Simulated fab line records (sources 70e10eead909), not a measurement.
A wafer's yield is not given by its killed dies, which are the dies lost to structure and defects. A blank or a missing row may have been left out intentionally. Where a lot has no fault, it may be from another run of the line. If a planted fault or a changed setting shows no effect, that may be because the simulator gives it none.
Problem report in the 8D (eight disciplines) form, filled by code + flow nand_harc + the parts of the form that need people (team, actions taken, sign-off) are left out

== 1. WHAT IS WRONG ==
oes_product_au at NHARC_A_CHANNEL_FILL_D1_ETCHBACK_19 reads a mean of 0.712 a.u. on 3 wafers of 2 lots; wafers without a fault read 1.000 a.u. with a standard deviation of 0.0078. Measured from the usual mean, that is -37 standard deviations.
The step: etches the open film in HBr/Cl2, target depth 5 nm, time 1.7 s.
First seen on wafer L866.4, day 15 22:28, on rie_si-03. The record has a number at this step for 42 wafers belonging to 14 lots. By rule, "out" or "out of limits" means more than 4 standard deviations away from the usual mean. Any other wafer with a number is counted as sound.

== 2. WHAT IT IS, AND WHAT IT ISN'T ==
| question                    | is                     | is not                                                                                             |
|-----------------------------|------------------------|----------------------------------------------------------------------------------------------------|
| which readings at this step | oes_product_au         | drypump_motor_current_A, throttle_valve_pct                                                        |
| which lots                  | L866, L867             | L851, L852, L854, L856, L858, L859, L860, L870, L871, L872, L873, L874                             |
| which wafers of those lots  | L866.4, L867.1, L867.5 | L866.3, L866.5, L867.6                                                                             |
| read on which tools         | rie_si-03              | rie_si-04, rie_si-05                                                                               |
| when                        | from day 15 22:28      | up to then (23 sound wafers); but 16 sound wafers of L867, L870, L871, L872, L873, L874 came after |

== 3. SUSPECTS, AND WHAT RULES EACH OUT ==
Counting: if a tool at a process step up to the reading ran every lot that is out, it stays a suspect. Sound lots after the first of them don't rule it out here, since some wafers of a struck lot are sound.
- rie_si-03 at NHARC_A_CHANNEL_FILL_D1_ETCHBACK_19 (etches the open film in HBr/Cl2, target depth 5 nm, time 1.7 s): kept. Every lot that is out went through it, the first being L866 (day 15 22:28); the last sound lot it ran before that was L856 (day 12 01:01). Out on those wafers are its own readings of oes_product_au.
- At NHARC_A_CHANNEL_FILL_D1_ETCHBACK_19, inside rie_si-03: chamber 0 took the wafers that are out, while their sound lot-mates went through chambers 2, 3.
After counting, what remains is rie_si-03 at NHARC_A_CHANNEL_FILL_D1_ETCHBACK_19.

== 4. THE CAUSE (what the simulator had put in) ==
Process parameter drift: rie_si-03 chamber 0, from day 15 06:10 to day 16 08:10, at NHARC_A_CHANNEL_FILL_D1_ETCHBACK_19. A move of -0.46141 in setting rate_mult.
After counting, this tool was the only one left.

== 5. THE EFFECT CHAIN, in route order ==
Rows list readings where the struck wafers' mean (over those with a number) sits beyond 3 standard deviations from the usual. Scope: only readings with a usual standard deviation given in the record; hours: median across lots of the time from each lot's start at the first step in this table that gives one to its start at this step; sigmas: change in usual standard deviations.
| hours | step                                | reading        | usual      | on struck wafers | change | sigmas |
|-------|-------------------------------------|----------------|------------|------------------|--------|--------|
| 0     | NHARC_A_CHANNEL_FILL_D1_ETCHBACK_19 | oes_product_au | 1.000 a.u. | 0.712            | -0.288 | -37    |
The process steps in it:
- NHARC_A_CHANNEL_FILL_D1_ETCHBACK_19: etches the open film in HBr/Cl2, target depth 5 nm, time 1.7 s.

== 6. WHAT WOULD HAVE CAUGHT IT SOONER ==
In this record the first reading out of limits was taken at day 15 22:28, 16 hours after the fault began at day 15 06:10.
